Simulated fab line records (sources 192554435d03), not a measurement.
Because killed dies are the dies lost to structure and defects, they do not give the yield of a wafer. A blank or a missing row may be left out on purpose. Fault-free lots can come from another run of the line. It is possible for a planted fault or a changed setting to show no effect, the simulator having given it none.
Which of the tools did it? | flow n5 finfet | Sampling: 24 lots, 72 wafers, 3 of 1938 route steps

## WHAT THE GAUGES READ, wafer by wafer
N5_BEOL_M1_CD_MEAS_35: target cd 18 nm, target cd y 21 nm.
lot  | measured     | on        | cd nm (nm)
L074 | day 6 08:17  | cd sem-01 | 17.86 18.00 18.27
L075 | day 6 11:46  | cd sem-03 | 18.06 17.89 17.87
L076 | day 7 00:06  | cd sem-01 | 18.15 18.18 17.97
L077 | day 7 03:03  | cd sem-02 | 18.16 17.93 18.34
L079 | day 7 10:57  | cd sem-02 | 18.21 18.15 17.90
L078 | day 7 15:19  | cd sem-02 | 17.56 18.42 18.09
L080 | day 7 20:14  | cd sem-03 | 18.27 17.97 17.95
L081 | day 8 01:19  | cd sem-02 | 18.07 17.91 18.14
L082 | day 8 15:34  | cd sem-03 | 17.85 17.82 17.35
L083 | day 8 22:55  | cd sem-03 | 18.43 17.56 18.07
L084 | day 9 02:56  | cd sem-02 | 18.15 17.96 18.25
L085 | day 9 12:32  | cd sem-01 | 18.47 18.13 18.41
L086 | day 9 13:00  | cd sem-02 | 17.54 17.71 17.81
L088 | day 9 21:01  | cd sem-02 | 18.54 18.61 18.43
L087 | day 9 20:55  | cd sem-02 | 17.96 18.16 17.50
L090 | day 10 07:28 | cd sem-01 | 18.30 18.01 18.05
L089 | day 10 10:10 | cd sem-01 | 17.68 18.10 18.14
L091 | day 10 14:40 | cd sem-02 | 17.49 18.31 17.77
L092 | day 10 17:50 | cd sem-02 | 18.47 17.88 17.85
L093 | day 11 07:31 | cd sem-02 | 18.03 17.99 18.12
L094 | day 11 07:31 | cd sem-01 | 18.45 18.15 17.96
L095 | day 12 00:46 | cd sem-03 | 18.66 17.94 17.80
L096 | day 12 00:48 | cd sem-01 | 18.27 17.75 17.56
L097 | day 12 05:20 | cd sem-02 | 18.19 18.32 18.58

## EACH LOT AND THE TOOL THAT RAN IT (in order: tool; ch and the chambers of the sampled wafers; start)
lot  | N5_BEOL_M1_ETCH_77                 | N5_BEOL_M1_ETCH_41
L074 | rie diel-04 ch 0,1,3, day 6 04:45  | rie diel-01 ch 0,3, day 6 08:17 or earlier
L075 | rie diel-01 ch 1,3, day 6 09:20    | rie diel-04 ch 0,1, day 6 11:46 or earlier
L076 | rie diel-03 ch 0,2, day 6 18:42    | rie diel-03 ch 0,2, day 7 00:06 or earlier
L077 | rie diel-01 ch 1,2, day 6 22:22    | rie diel-01 ch 0,2,3, day 7 03:03 or earlier
L079 | rie diel-01 ch 2,3, day 7 09:52    | rie diel-03 ch 2,3, day 7 10:57 or earlier
L078 | rie diel-03 ch 0,1,3, day 7 13:17  | rie diel-01 ch 2,3, day 7 15:19 or earlier
L080 | rie diel-01 ch 0,2,3, day 7 17:23  | rie diel-01 ch 1,3, day 7 20:14 or earlier
L081 | rie diel-04 ch 2,3, day 7 19:31    | rie diel-01 ch 1,3, day 8 01:19 or earlier
L082 | rie diel-01 ch 0,1, day 8 11:32    | rie diel-01 ch 1,3, day 8 15:34 or earlier
L083 | rie diel-04 ch 0,1, day 8 21:10    | rie diel-01 ch 0,1,3, day 8 22:55 or earlier
L084 | rie diel-03 ch 0,2, day 8 21:25    | rie diel-03 ch 0,1,2, day 9 02:56 or earlier
L085 | rie diel-01 ch 0,3, day 9 08:12    | rie diel-01 ch 0,2, day 9 12:32 or earlier
L086 | rie diel-04 ch 0,1,3, day 9 11:52  | rie diel-03 ch 1,2,3, day 9 13:00 or earlier
L088 | rie diel-03 ch 1,2,3, day 9 19:14  | rie diel-03 ch 1,2,3, day 9 21:01 or earlier
L087 | rie diel-04 ch 1,2,3, day 9 19:28  | rie diel-01 ch 2,3, day 9 20:55 or earlier
L090 | rie diel-03 ch 0,2,3, day 10 05:46 | rie diel-04 ch 0,1,2, day 10 07:28 or earlier
L089 | rie diel-03 ch 2,3, day 10 05:53   | rie diel-04 ch 0,2,3, day 10 10:10 or earlier
L091 | rie diel-01 ch 2,3, day 10 11:29   | rie diel-04 ch 0,1,2, day 10 14:40 or earlier
L092 | rie diel-03 ch 0,1,3, day 10 13:35 | rie diel-01 ch 1,2,3, day 10 17:50 or earlier
L093 | rie diel-04 ch 0,2, day 11 04:31   | rie diel-01 ch 0,1,3, day 11 07:31 or earlier
L094 | rie diel-01 ch 1,2,3, day 11 05:13 | rie diel-03 ch 0,1,3, day 11 07:31 or earlier
L095 | rie diel-03 ch 0,1,3, day 11 17:40 | rie diel-01 ch 0,1,3, day 12 00:46 or earlier
L096 | rie diel-03 ch 0,3, day 11 22:54   | rie diel-03 ch 0,2, day 12 00:48 or earlier
L097 | rie diel-01 ch 0,2,3, day 12 02:31 | rie diel-03 ch 0,1,2, day 12 05:20 or earlier
- N5_BEOL_M1_ETCH_77: etches underlayer in N2/H2, target depth 6.5 nm, time 5.2 s.
- N5_BEOL_M1_ETCH_41: etches SiCN in CH3F/O2, target depth 31.9 nm, time 57.8 s.

## WHAT THE TOOLS THEMSELVES READ (means of the sampled wafers that have a number; where no wafer has one, the mark that the record gives instead)
N5_BEOL_M1_ETCH_77.
lot  | tool        | drypump motor current A (A) | etch rf on time s (s) | oes product au (a.u.) | rf vpp V (V) | showerhead plenum p Torr (Torr) | throttle valve pct (%)
L074 | rie diel-04 | 5.8                         | 5.24                  | 0.63                  | 524.9        | 2.56                            | 17.88
L075 | rie diel-01 | 5.7                         | 5.18                  | 0.65                  | 524.8        | 2.51                            | 17.82
L076 | rie diel-03 | 5.2                         | 5.19                  | 0.63                  | 522.1        | 2.47                            | 17.79
L077 | rie diel-01 | 5.3                         | 5.29                  | 0.57                  | 524.7        | 2.57                            | 18.22
L079 | rie diel-01 | 6.3                         | 5.09                  | 0.64                  | 521.5        | 2.47                            | 17.84
L078 | rie diel-03 | 5.9                         | 5.16                  | 0.70                  | 526.2        | 2.60                            | 17.67
L080 | rie diel-01 | 6.2                         | 5.17                  | 0.69                  | 524.1        | 2.56                            | 17.81
L081 | rie diel-04 | 6.3                         | 5.24                  | 0.59                  | 522.6        | 2.48                            | 17.90
L082 | rie diel-01 | 5.1                         | 5.13                  | 0.82                  | 527.0        | 2.64                            | 17.69
L083 | rie diel-04 | 5.4                         | 5.18                  | 0.70                  | 525.9        | 2.63                            | 17.93
L084 | rie diel-03 | 5.2                         | 5.19                  | 0.63                  | 522.9        | 2.46                            | 17.80
L085 | rie diel-01 | 6.1                         | 5.15                  | 0.69                  | 523.6        | 2.53                            | 17.63
L086 | rie diel-04 | 5.9                         | 5.22                  | 0.67                  | 523.7        | 2.55                            | 17.80
L088 | rie diel-03 | 6.0                         | 5.18                  | 0.67                  | 526.6        | 2.62                            | 17.83
L087 | rie diel-04 | 6.1                         | 5.14                  | 0.66                  | 522.8        | 2.50                            | 17.80
L090 | rie diel-03 | 5.7                         | 5.20                  | 0.66                  | 525.1        | 2.55                            | 17.76
L089 | rie diel-03 | 6.1                         | 5.13                  | 0.71                  | 525.4        | 2.64                            | 17.71
L091 | rie diel-01 | 6.4                         | 5.11                  | 0.70                  | 521.6        | 2.47                            | 17.74
L092 | rie diel-03 | 5.9                         | 5.17                  | 0.66                  | 524.1        | 2.59                            | 17.70
L093 | rie diel-04 | 5.6                         | 5.24                  | 0.62                  | 525.7        | 2.59                            | 18.11
L094 | rie diel-01 | 5.8                         | 5.09                  | 0.74                  | 522.7        | 2.51                            | 17.79
L095 | rie diel-03 | 5.9                         | 5.21                  | 0.65                  | 526.0        | 2.59                            | 17.71
L096 | rie diel-03 | 6.0                         | 5.17                  | 0.69                  | 524.1        | 2.60                            | 17.58
L097 | rie diel-01 | 6.2                         | 5.03                  | 0.73                  | 523.8        | 2.54                            | 17.71

N5_BEOL_M1_ETCH_41.
lot  | tool        | drypump motor current A (A) | mfc ar sccm (sccm) | oes product au (a.u.) | rf vpp V (V) | showerhead plenum p Torr (Torr) | throttle valve pct (%)
L074 | rie diel-01 | 6.0                         | 150.3              | 0.93                  | 298.6        | 2.07                            | 16.00
L075 | rie diel-04 | 5.4                         | 149.9              | 0.71                  | 298.7        | 2.07                            | 16.58
L076 | rie diel-03 | 5.2                         | 150.4              | 0.74                  | 297.1        | 1.95                            | 16.26
L077 | rie diel-01 | 6.2                         | 150.0              | 0.82                  | 298.5        | 2.01                            | 16.25
L079 | rie diel-03 | 6.1                         | 149.6              | 0.89                  | 298.9        | 2.09                            | 16.10
L078 | rie diel-01 | 6.4                         | 150.2              | 0.71                  | 296.7        | 1.96                            | 16.51
L080 | rie diel-01 | 5.2                         | 150.0              | 0.92                  | 297.3        | 2.01                            | 16.18
L081 | rie diel-01 | 5.2                         | 150.0              | 0.92                  | 297.5        | 2.01                            | 16.19
L082 | rie diel-01 | 5.7                         | 149.5              | 0.84                  | 296.5        | 1.97                            | 16.15
L083 | rie diel-01 | 5.6                         | 149.7              | 0.89                  | 297.9        | 2.03                            | 16.13
L084 | rie diel-03 | 5.5                         | 150.3              | 0.73                  | 296.6        | 1.99                            | 16.35
L085 | rie diel-01 | 6.1                         | 150.2              | 0.95                  | 298.6        | 2.07                            | 16.10
L086 | rie diel-03 | 6.0                         | 150.0              | 0.79                  | 298.9        | 2.07                            | 16.28
L088 | rie diel-03 | 6.0                         | 149.9              | 0.79                  | 298.8        | 2.07                            | 16.29
L087 | rie diel-01 | 6.5                         | 150.2              | 0.90                  | 296.3        | 1.96                            | 16.21
L090 | rie diel-04 | 5.6                         | 150.2              | 0.79                  | 298.0        | 2.03                            | 16.42
L089 | rie diel-04 | 6.0                         | 150.1              | 0.71                  | 296.9        | 1.98                            | 16.43
L091 | rie diel-04 | 5.6                         | 150.4              | 0.79                  | 297.8        | 2.03                            | 16.43
L092 | rie diel-01 | 5.8                         | 150.2              | 0.88                  | 297.0        | 1.98                            | 16.21
L093 | rie diel-01 | 5.6                         | 149.9              | 0.86                  | 298.2        | 2.03                            | 16.17
L094 | rie diel-03 | 5.9                         | 150.2              | 0.76                  | 298.9        | 2.04                            | 16.22
L095 | rie diel-01 | 5.6                         | 150.3              | 0.85                  | 298.3        | 2.03                            | 16.16
L096 | rie diel-03 | 5.2                         | 149.9              | 0.71                  | 295.6        | 1.93                            | 16.33
L097 | rie diel-03 | 5.6                         | 150.3              | 0.71                  | 296.8        | 1.99                            | 16.40

## THE ANSWER, worked out from the rows above alone
Rule: usual is defined by the lots themselves. The widest of any qualifying gaps counts: lots, ordered by their means at a reading, are off when they make up no more than a third of the lots, leave a main group of 4 or more, and stand apart from it by 3 or more times the standard deviation of that group's means. A main group whose means are all the same, to the digits that the tables above print for the reading, isn't used. A lot without any number at a reading at which 4 lots or more have one is off too. Any other lot the step has rows for is counted as sound. After the gauges, taken in route order, come the tools' own readings; for these a lot's mean is taken, as printed above. At the first step where some lot is off, the reading lying furthest off is the one used; lots without a number count as furthest.
None of the lots is off at any reading shown; this tells nothing.

## WHAT THE SIMULATOR HAD PUT IN
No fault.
